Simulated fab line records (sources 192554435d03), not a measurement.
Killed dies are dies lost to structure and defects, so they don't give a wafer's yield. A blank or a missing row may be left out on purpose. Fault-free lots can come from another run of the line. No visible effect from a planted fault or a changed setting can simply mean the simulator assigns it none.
Chamber matching :: flow n5Finfet :: 4 sister chambers for N5_HKMG_FIN_ALD_79 on aldMetal-04
The step deposits TiN, target thk 1.5 nm, pulse time 1 s, purge time 3 s. 14 wafers are shown with their chamber, then 7 later ones without.

WAFERS, EACH WITH ITS CHAMBER
wafer: L078.3
chamber: 2
heaterPowerW (W): 957
precursorPulseHeightRel: 0.982

wafer: L078.4
chamber: 1
heaterPowerW (W): 933
precursorPulseHeightRel: 1.004

wafer: L078.5
chamber: 2
heaterPowerW (W): 1032
precursorPulseHeightRel: 0.986

wafer: L077.1
chamber: 1
heaterPowerW (W): 933
precursorPulseHeightRel: 0.999

wafer: L077.5
chamber: 1
heaterPowerW (W): 911
precursorPulseHeightRel: 1.013

wafer: L077.6
chamber: 2
heaterPowerW (W): 992
precursorPulseHeightRel: 0.973

wafer: L081.1
chamber: 2
heaterPowerW (W): 983
precursorPulseHeightRel: 1.000

wafer: L081.4
chamber: 1
heaterPowerW (W): 938
precursorPulseHeightRel: 0.993

wafer: L081.6
chamber: 3
heaterPowerW (W): 897
precursorPulseHeightRel: 1.012

wafer: L083.4
chamber: 3
heaterPowerW (W): 896
precursorPulseHeightRel: 0.978

wafer: L083.5
chamber: 1
heaterPowerW (W): 943
precursorPulseHeightRel: 0.977

wafer: L083.6
chamber: 0
heaterPowerW (W): 815
precursorPulseHeightRel: 1.037

wafer: L090.2
chamber: 3
heaterPowerW (W): 910
precursorPulseHeightRel: 0.980

wafer: L090.3
chamber: 0
heaterPowerW (W): 823
precursorPulseHeightRel: 0.976

SIGNATURES (averages over the wafers above)
reading: heaterPowerW
chamber 0: 819.00
chamber 1: 931.60
chamber 2: 991.00
chamber 3: 901.00
scatter within a chamber: 19.1

reading: precursorPulseHeightRel
chamber 0: 1.00650
chamber 1: 0.99720
chamber 2: 0.98525
chamber 3: 0.99000
scatter within a chamber: 0.0192
Rule: a wafer lies at a distance from a chamber equal to the root of the sum of squares, over the readings, of (its reading less the chamber's mean, divided by the reading's scatter). The wafer belongs to the nearest chamber; if the next one is less than 2 further off, it can't be placed. The scatter: the root of (the sum of the squares of (reading less its chamber's mean) over the shown wafers, divided by (wafers less chambers)).

WAFERS WITH NO CHAMBER GIVEN
wafer: L090.5
heaterPowerW (W): 817
precursorPulseHeightRel: 0.999

wafer: L091.2
heaterPowerW (W): 914
precursorPulseHeightRel: 0.994

wafer: L091.5
heaterPowerW (W): 970
precursorPulseHeightRel: 0.988

wafer: L091.6
heaterPowerW (W): 932
precursorPulseHeightRel: 0.988

wafer: L096.1
heaterPowerW (W): 971
precursorPulseHeightRel: 1.000

wafer: L096.2
heaterPowerW (W): 899
precursorPulseHeightRel: 1.013

wafer: L096.3
heaterPowerW (W): 841
precursorPulseHeightRel: 0.991

WHICH CHAMBER EACH ONE RAN IN
wafer: L090.5
from the rows above: 0
in truth: 0

wafer: L091.2
from the rows above: can't be placed: 3 or 1
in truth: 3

wafer: L091.5
from the rows above: can't be placed: 2 or 1
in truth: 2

wafer: L091.6
from the rows above: can't be placed: 1 or 3
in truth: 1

wafer: L096.1
from the rows above: can't be placed: 2 or 1
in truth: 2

wafer: L096.2
from the rows above: can't be placed: 3 or 1
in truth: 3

wafer: L096.3
from the rows above: can't be placed: 0 or 3
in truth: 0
Correctly placed: 1 of 7. Not placeable from these rows: 6 (in 6, the candidates include the true chamber). Wrongly placed: 0.
